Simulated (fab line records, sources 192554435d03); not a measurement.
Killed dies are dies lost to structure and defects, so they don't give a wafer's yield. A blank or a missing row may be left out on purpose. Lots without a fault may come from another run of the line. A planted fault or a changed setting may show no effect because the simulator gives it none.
Problem report in the 8D (eight disciplines) form, filled by code | flow n5_finfet | the parts of the form that need people (team, actions taken, sign-off) are left out

1. THE PROBLEM
raw_defect_count at N5_BEOL_M0_INSPECT_127 reads a mean of 3550 on 1 wafer of 1 lot; wafers without a fault read 70 with a standard deviation of 24. That is +99 or more standard deviations from the usual mean.
The step: inspects for defects (darkfield).
First seen on wafer L330.6, day 8 14:38, on defect_inspect-02. The record holds 26 wafers of 9 lots with a number at this step. Rule for "out", or "out of limits": more than 4 standard deviations from the usual mean. The other wafers with a number count as sound.

2. WHAT IT IS AND WHAT IT IS NOT
question                    | is                | is not
which readings at this step | raw_defect_count  | -
which lots                  | L330              | L325, L327, L333, L336, L337, L338, L342, L343
which wafers of those lots  | L330.6            | L330.1, L330.5
read on which gauges        | defect_inspect-02 | defect_inspect-01
when                        | from day 8 14:38  | up to then (8 sound wafers); but 17 sound wafers of L333, L336, L337, L338, L342, L343 came after

3. SUSPECTS, AND WHAT RULES EACH OUT
Counting: a tool at a process step up to the reading stays a suspect if it ran every lot that is out. Sound lots after the first of them don't rule it out here, since some wafers of a struck lot are sound.
- the gauge at N5_BEOL_M0_INSPECT_127: ruled out. All the wafers that are out were read on defect_inspect-02, but those of them that N5_BEOL_M0_CMP_120 has rows for are out there too, on other tools.
- rie_diel-01 at N5_BEOL_M0_ETCH_128 (etches SiCN in CF4/N2, target depth 12 nm, overetch 5.1 nm, time 21.4 s): kept. It ran the lot that is out, L330 (day 8 10:26); its last sound lot up to then is L327 (day 7 16:26).
- rie_diel-01 at N5_BEOL_M0_ETCH_109 (etches SiCN in CH3F/O2, target depth 8 nm, overetch 2.4 nm, time 27.4 s): kept. It ran the lot that is out, L330 (day 8 10:41); its last sound lot up to then is L327 (day 7 16:42).
- pvd_sputter-01 at N5_BEOL_M0_SURFACE_TREAT_137: kept. It ran the lot that is out, L330 (day 8 12:31); its last sound lot up to then is L325 (day 7 03:58).
- cmp-04 at N5_BEOL_M0_CMP_120 (polishes, stops on SiOC, t overpolish 6.9 s): kept. It ran the lot that is out, L330 (day 8 14:02); its last sound lot up to then is L327 (day 7 19:29). Its own readings are out on those wafers: barrier_field_endpoint_s, time_to_endpoint_s.
- Within rie_diel-01 at N5_BEOL_M0_ETCH_109: the wafers that are out ran in chamber 2; their sound lot-mates ran in chambers 0, 1.
- Within cmp-04 at N5_BEOL_M0_CMP_120: the wafers that are out ran in chamber 2; their sound lot-mates ran in chambers 0, 1.
Left after counting: rie_diel-01 at N5_BEOL_M0_ETCH_128, rie_diel-01 at N5_BEOL_M0_ETCH_109, pvd_sputter-01 at N5_BEOL_M0_SURFACE_TREAT_137, cmp-04 at N5_BEOL_M0_CMP_120.

4. THE CAUSE (what the simulator had put in)
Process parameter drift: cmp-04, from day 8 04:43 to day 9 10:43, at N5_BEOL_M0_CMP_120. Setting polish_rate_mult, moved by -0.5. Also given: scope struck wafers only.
Counting left 4 suspects, and this tool is among them.

5. THE CHAIN OF EFFECTS, in route order
Each row: a reading whose mean over the struck wafers that have a number lies more than 3 standard deviations from the usual. Only readings for which the record gives a usual standard deviation are gone through. hours: the time from each lot's start at the first step in this table that gives one to its start at this step, as a median over the lots. sigmas: the change in usual standard deviations.
hours | step                    | reading                  | usual  | on struck wafers | change | sigmas
0     | N5_BEOL_M0_CMP_120      | barrier_field_endpoint_s | 3.64 s | 7.36             | +3.72  | +27
0     | N5_BEOL_M0_CMP_120      | time_to_endpoint_s       | 64 s   | 80               | +16    | +4.6
1     | N5_BEOL_M0_INSPECT_127  | raw_defect_count         | 70     | 3550             | +3480  | +99 or more
185   | N5_PASSIVATION_PROBE_49 | defect_limited_yield     | 91.0 % | 0.0              | -91.0  | -61
185   | N5_PASSIVATION_PROBE_49 | killed_at_M0_to_M3       | 35     | 1119             | +1084  | +99
185   | N5_PASSIVATION_PROBE_49 | killed_dies              | 106    | 1180             | +1074  | +60
185   | N5_PASSIVATION_PROBE_49 | killed_on_rim            | 14     | 152              | +138   | +33
185   | N5_PASSIVATION_PROBE_49 | sort_n_pass              | 1074   | 0                | -1074  | -60
185   | N5_PASSIVATION_PROBE_49 | sort_yield_pct           | 91.0 % | 0.0              | -91.0  | -61
The process steps in it:
- N5_BEOL_M0_CMP_120: polishes, stops on SiOC, t overpolish 6.9 s.
- N5_PASSIVATION_PROBE_49

6. WHAT WOULD HAVE CAUGHT IT SOONER
In this record the first reading out of limits at a measuring or inspecting step was taken at day 8 14:38, 10 hours after the fault began at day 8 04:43.
The tool's own readings at N5_BEOL_M0_CMP_120 were out on every struck wafer that the step has a row for (barrier_field_endpoint_s, time_to_endpoint_s): an alarm limit on them would have fired on the first of those.
All the lots that are out (1) had begun N5_BEOL_M0_CMP_120 on cmp-04 by day 8 14:38. A hold on the tool at that time would have spared none of them.
